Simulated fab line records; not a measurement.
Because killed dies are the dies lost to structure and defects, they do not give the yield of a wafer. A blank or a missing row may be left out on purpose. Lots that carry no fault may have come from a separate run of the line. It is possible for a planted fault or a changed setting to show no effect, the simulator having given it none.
A single fault, viewed from 3 desks :: flow n5-finfet :: each desk holds nothing but its own numbers, with what lay behind them at the end

== AT THE TOOL OWNER'S DESK: rie-si-06 ==
The tool's own readings at N5_PMOS_HMC_CHANNEL_EPI_FIN_RECESS_16 (chemistry HBr/Cl2, target Si, target depth 54 nm, time 18 s): means of the sampled wafers that have a number, for each lot that ran on this tool. The brackets show how far a lot's mean lies from the usual mean; more than 4 standard deviations puts the lot out of limits, marked OUT.
Columns: A = drypump-motor-current-A at N5_PMOS_HMC_CHANNEL_EPI_FIN_RECESS_16, usual 5.5 A; B = oes-product-au at N5_PMOS_HMC_CHANNEL_EPI_FIN_RECESS_16, usual 0.995 a.u.; C = throttle-valve-pct at N5_PMOS_HMC_CHANNEL_EPI_FIN_RECESS_16, usual 35.5 %
lot: L423
first seen here: day 2 05:44
A: 5.1
B: 1.018
C: 35.6

lot: L426
first seen here: day 3 00:07
A: 5.4
B: 0.803 (-9.6) OUT
C: 35.9

lot: L429
first seen here: day 3 18:05
A: 5.5
B: 0.821 (-8.7) OUT
C: 35.8
This desk finds L426, L429 out of limits, L426 being first, at day 3 00:07 (oes-product-au at N5_PMOS_HMC_CHANNEL_EPI_FIN_RECESS_16). L423: within limits.

== THE DEFECT DESK ==
Counts from the inspections along the route, per lot, as means over the sampled wafers that have a number. The brackets show how far a lot's mean lies from the usual mean; more than 4 standard deviations puts the lot out of limits, marked OUT.
Columns: A = raw-defect-count at N5_WELL_APT_INSPECT_10, usual 2.0
lot: L422
first seen here: day 1 19:40
A: 0.3

lot: L423
first seen here: day 2 01:38
A: 2.5

lot: L426
first seen here: day 2 19:56
A: 1.0

lot: L429
first seen here: day 3 13:55
A: 3.3

lot: L430
first seen here: day 3 19:44
A: 1.0

lot: L433
first seen here: day 4 13:48
A: 1.7

lot: L434
first seen here: day 4 19:47
A: 2.0

lot: L437
first seen here: day 5 13:37
A: 2.0

lot: L441
first seen here: day 6 13:44
A: 2.3

lot: L442
first seen here: day 6 19:52
A: 2.0

lot: L444
first seen here: day 7 07:41
A: 1.0
This desk's verdict: no lot among the 11 shows anything out of limits.

== FROM THE METROLOGY DESK ==
Lot by lot, what the gauges showed, no matter which tool ran the lot: averages of those sampled wafers that carry a number. The brackets show how far a lot's mean lies from the usual mean; more than 4 standard deviations puts the lot out of limits, marked OUT. Of its 11 readings 7 are shown: the one that was out of limits first, and those that lie furthest out on some lot.
Columns: A = HMC_CMP_THK at N5_PMOS_HMC_CHANNEL_EPI_THK_MEAS_22, usual 53.8 nm; B = DIBL_P at N5_BEOL_M4_RC_MEAS_101, usual 36.2 mV/V; C = IOFF_N at N5_BEOL_M4_RC_MEAS_101, usual 0.16 nA/um; D = ION_N at N5_BEOL_M4_RC_MEAS_101, usual 673 uA/um; E = ION_P at N5_BEOL_M4_RC_MEAS_101, usual 461 uA/um; F = VT_N at N5_BEOL_M4_RC_MEAS_101, usual 251 mV; G = VT_P at N5_BEOL_M4_RC_MEAS_101, usual -251 mV
lot: L422
first seen here: day 2 01:47
A: 54.7
B: 36.8
C: 0.15
D: 675
E: 466
F: 252
G: -253

lot: L423
first seen here: day 2 07:35
A: 53.3
B: 34.8
C: 0.14
D: 662
E: 452
F: 254
G: -252

lot: L426
first seen here: day 3 02:02
A: 36.1 (-20) OUT
B: -
C: -
D: -
E: -
F: -
G: -

lot: L429
first seen here: day 3 19:56
A: 36.6 (-19) OUT
B: 33.8
C: 0.14
D: 671
E: 390 (-9.6) OUT
F: 252
G: -259

lot: L430
first seen here: day 4 01:56
A: 54.5
B: 37.0
C: 0.16
D: 665
E: 456
F: 248
G: -252

lot: L433
first seen here: day 4 19:36
A: 54.0
B: 38.0
C: 0.16
D: 677
E: 467
F: 249
G: -249

lot: L434
first seen here: day 5 02:47
A: 53.9
B: 36.4
C: 0.16
D: 671
E: 450
F: 250
G: -256

lot: L437
first seen here: day 5 19:41
A: 55.0
B: 36.4
C: 0.16
D: 682
E: 473
F: 248
G: -244

lot: L441
first seen here: day 6 19:48
A: 53.6
B: 36.0
C: 0.14
D: 671
E: 453
F: 252
G: -259

lot: L442
first seen here: day 7 02:22
A: 53.6
B: 36.3
C: 0.16
D: 678
E: 459
F: 250
G: -254

lot: L444
first seen here: day 7 13:48
A: 53.6
B: 40.4
C: 0.22
D: 697
E: 472
F: 245
G: -248
Per this desk, out of limits: L426, L429; the first was L426, day 3 02:02 (HMC_CMP_THK at N5_PMOS_HMC_CHANNEL_EPI_THK_MEAS_22). L422, L423, L430, L433, L434, L437, L441, L442, L444: within limits.

== TAKEN TOGETHER ==
On L426, L429, at day 3 00:07, an alarm was possible from the tool owner's desk.
Metrology desk: alarm possible at day 3 02:02 on L426, L429.
Nothing the defect desk looked at was out of limits.
The defect desk has L426, L429 on record, within its limits.
On rie-si-06, each named lot ran N5_PMOS_HMC_CHANNEL_EPI_FIN_RECESS_16.

== WHAT THE SIMULATOR HAD INSERTED ==
Process parameter drift: rie-si-06, from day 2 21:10 on, at N5_PMOS_HMC_CHANNEL_EPI_FIN_RECESS_16. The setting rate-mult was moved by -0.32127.
Struck lots among those shown: L426, L429.
Delay (hours) between the fault's onset and each desk's first out-of-limits reading: 3 at the tool owner's desk, 5 at the metrology desk.
